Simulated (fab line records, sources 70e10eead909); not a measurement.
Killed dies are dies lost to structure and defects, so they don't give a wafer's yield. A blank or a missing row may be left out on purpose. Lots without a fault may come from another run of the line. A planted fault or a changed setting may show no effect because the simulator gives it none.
Chamber matching | flow nand_harc | NHARC_A_M1_DEP_33 on pecvd-01: 3 sister chambers
The step deposits SiCN, target thk 30 nm. 3 wafers are shown with their chamber, then 8 later ones without.

WAFERS WITH THEIR CHAMBER
wafer  | chamber | showerhead_vpp_V (V)
L765.1 | 0       | 1274
L765.4 | 1       | 1275
L766.3 | 2       | 1428

WAFERS WITHOUT THEIR CHAMBER
wafer  | showerhead_vpp_V (V)
L766.4 | 1232
L766.5 | 1286
L767.2 | 1231
L767.3 | 1405
L767.4 | 1274
L768.4 | 1243
L768.5 | 1284
L768.6 | 1405

WHICH CHAMBER EACH WENT THROUGH
wafer  | from the rows above     | in truth
L766.4 | can't be placed: 0 or 1 | 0
L766.5 | can't be placed: 1 or 0 | 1
L767.2 | can't be placed: 0 or 1 | 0
L767.3 | 2                       | 2
L767.4 | can't be placed: 0 or 1 | 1
L768.4 | can't be placed: 0 or 1 | 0
L768.5 | can't be placed: 1 or 0 | 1
L768.6 | 2                       | 2
Placed correctly: 2 of 8. Can't be placed from these rows: 6 (the true chamber is among the candidates in 6). Placed wrongly: 0.
How it was worked out, from the rows above alone: a wafer's distance from a chamber is the root of the sum, over the readings, of the square of ((its reading less the chamber's mean) divided by the reading's scatter). The wafer belongs to the nearest chamber; if the next one is less than 2 further off, it can't be placed. A chamber's mean is the mean of its shown wafers. The scatter: with one shown wafer a chamber, the root of the mean of the squares of how far each hidden wafer lies from its nearest shown one.
